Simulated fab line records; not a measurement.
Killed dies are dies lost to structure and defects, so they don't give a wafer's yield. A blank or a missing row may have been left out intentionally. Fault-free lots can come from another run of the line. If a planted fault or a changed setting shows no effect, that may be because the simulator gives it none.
8D (eight disciplines) problem report, filled in by code ; flow n5Finfet ; the parts of the form that need people (team, actions taken, sign-off) are left out

## 1. PROBLEM STATEMENT
Wafers with no fault read 55.3 nm with a standard deviation of 0.98, whereas trenchDepthNm at N5_BEOL_M3_OCD_MEAS_38 reads a mean of 64.0 nm on 1 wafer of 1 lot. Relative to the usual mean, that is a shift of +8.9 standard deviations.
Seen first at day 10 04:25 on ocd-02, wafer L163.3. The record has a number at this step for 27 wafers belonging to 9 lots. The rule behind "out" and "out of limits": a value lying over 4 standard deviations away from the usual mean. The other wafers with a number count as sound.

## 2. WHAT THIS IS AND IS NOT
question;is;is not
which readings at this step;trenchDepthNm;-
which lots;L163;L151, L152, L156, L157, L159, L170, L172, L174
which wafers of those lots;L163.3;L163.2, L163.5
read on which gauges;ocd-02;ocd-01
when;from day 10 04:25;"up to then (17 sound wafers); but 9 sound wafers of L170, L172, L174 came after"

## 3. SUSPECTS, AND WHAT RULES EACH OUT
Counting: a tool at a process step up to the reading stays a suspect if it ran every lot that is out. Sound lots after the first of them don't rule it out here, since some wafers of a struck lot are sound.
- the gauge at N5_BEOL_M3_OCD_MEAS_38 is ruled out. All the wafers that are out were read on ocd-02, but those of them that N5_BEOL_M3_TRENCH_ETCH_37 has rows for are out there too, on other tools.
- rieDiel-01 at N5_BEOL_M3_STRIP_19 (strips in O2): kept. It processed L163, the lot that is out, at day 10 03:02, and its most recent sound lot before then was L157 at day 8 12:36.
- rieDiel-03 at N5_BEOL_M3_TRENCH_ETCH_37 (etches SiOC in C4F6/O2, target depth 55.555 nm, time 29.2 s): kept. It processed L163, the lot that is out, at day 10 04:16, and its most recent sound lot before then was L159 at day 9 03:04. Its own runLengthS readings are out on those wafers.
- rieDiel-03 at N5_BEOL_M3_STRIP_97 (strips in N2/H2, time 10 s): kept. It processed L163, the lot that is out, at day 10 04:25, and its most recent sound lot before then was L159 at day 9 03:13. N5_BEOL_M3_STRIP_97: start missing for some lots; hours and lot order therefore follow N5_BEOL_M3_OCD_MEAS_38.
- Within rieDiel-01 at N5_BEOL_M3_STRIP_19: the wafers that are out ran in chamber 0; their sound lot-mates ran in chambers 2, 3.
- At N5_BEOL_M3_TRENCH_ETCH_37 on rieDiel-03, chamber 2 took the sound wafers of the same lots and chamber 1 took the wafers that are out.
- At N5_BEOL_M3_STRIP_97 on rieDiel-03, chamber 2 took the sound wafers of the same lots and chamber 1 took the wafers that are out.
Left after counting: rieDiel-01 at N5_BEOL_M3_STRIP_19, rieDiel-03 at N5_BEOL_M3_TRENCH_ETCH_37, rieDiel-03 at N5_BEOL_M3_STRIP_97.

## 4. THE CAUSE (what the simulator had put in)
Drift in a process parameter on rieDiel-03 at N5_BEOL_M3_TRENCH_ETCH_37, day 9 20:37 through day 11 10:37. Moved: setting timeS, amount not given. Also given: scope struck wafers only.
Counting leaves 3 suspects; this tool is one of them.

## 5. THE EFFECT CHAIN, in route order
Rows list readings where the struck wafers' mean (over those with a number) sits beyond 3 standard deviations from the usual. Only readings for which the record gives a usual standard deviation are gone through. hours: the time from each lot's start at the first step in this table that gives one to its start at this step, as a median over the lots. sigmas: the change in usual standard deviations.
hours;step;reading;usual;on struck wafers;change;sigmas
0;N5_BEOL_M3_TRENCH_ETCH_37;runLengthS;52.5 s;57.3;+4.8;+9.4
0;N5_BEOL_M3_OCD_MEAS_38;trenchDepthNm;55.3 nm;64.0;+8.7;+8.9
It contains these process steps:
- N5_BEOL_M3_TRENCH_ETCH_37: etches SiOC in C4F6/O2, target depth 55.555 nm, time 29.2 s.
Later measuring or inspecting steps at which every struck wafer that the step has a row for has a number for every such reading, and none has moved that far: N5_BEOL_M4_RC_MEAS_101.

## 6. HOW IT WOULD HAVE BEEN CAUGHT EARLIER
In this record the first reading out of limits at a measuring or inspecting step was taken at day 10 04:25, 8 hours after the fault began at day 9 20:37.
At N5_BEOL_M3_TRENCH_ETCH_37, the tool's own readings (runLengthS) were out on each struck wafer the step has a row for, so an alarm limit on them would have fired on the first such wafer.
By day 10 04:25 the whole set of lots that are out, 1 in number, had already begun N5_BEOL_M3_TRENCH_ETCH_37 on rieDiel-03. A hold on the tool at that time would have spared none of them.
